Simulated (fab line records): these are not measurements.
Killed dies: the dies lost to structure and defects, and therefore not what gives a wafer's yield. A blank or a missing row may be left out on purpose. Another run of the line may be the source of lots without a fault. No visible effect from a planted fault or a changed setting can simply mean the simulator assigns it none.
Matching of chambers | flow nand-harc | cmp-04 running NHARC_A_CHANNEL_FILL_D2_CMP_10: 4 sister chambers
The step polishes, target thk 150 nm. 8 wafers are shown with their chamber, then 10 later ones without.

## WAFERS WITH THEIR CHAMBER
wafer  | chamber | motor-current-A (A) | time-to-endpoint-s (s)
L077.2 | 0       | 11.4                | 18.7
L079.3 | 2       | 12.2                | 15.6
L079.5 | 0       | 11.4                | 17.1
L082.2 | 3       | 10.9                | 15.8
L082.4 | 1       | 11.6                | 13.4
L082.5 | 1       | 12.0                | 13.1
L085.3 | 3       | 11.4                | 20.5
L085.5 | 2       | 12.5                | 18.3

## WAFERS WITH NO CHAMBER GIVEN
wafer  | motor-current-A (A) | time-to-endpoint-s (s)
L085.6 | 10.8                | 16.6
L088.3 | 10.9                | 16.1
L088.5 | 12.0                | 16.7
L088.6 | 11.5                | 13.8
L094.2 | 13.0                | 12.4
L094.4 | 12.3                | 16.9
L094.5 | 12.3                | 15.4
L097.1 | 11.5                | 19.1
L097.2 | 13.0                | 16.8
L097.3 | 11.4                | 20.1

## CHAMBER TAKEN BY EACH
wafer  | from the rows above          | in truth
L085.6 | can't be placed: 3 or 0      | 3
L088.3 | can't be placed: 3 or 0      | 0
L088.5 | can't be placed: 2 or 1 or 0 | 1
L088.6 | can't be placed: 1 or 0 or 3 | 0
L094.2 | can't be placed: 2 or 1      | 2
L094.4 | 2                            | 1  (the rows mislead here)
L094.5 | can't be placed: 2 or 1      | 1
L097.1 | can't be placed: 0 or 3      | 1
L097.2 | 2                            | 2
L097.3 | can't be placed: 0 or 3      | 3
Placed correctly: 1 of 10. Unplaceable from these rows: 8, with the true chamber sitting among the candidates in 7. Wrongly placed: 1.
How it was worked out, from the rows above alone: a wafer's distance from a chamber is the root of the sum, over the readings, of the square of ((its reading less the chamber's mean) divided by the reading's scatter). The wafer belongs to the nearest chamber; if the next one is less than 2 further off, it can't be placed. The mean given for a chamber averages the wafers shown for that chamber. How the scatter is found: for the shown wafers, subtract from each reading the mean of its chamber, square and add these, divide the total by (wafers less chambers), then take the root.
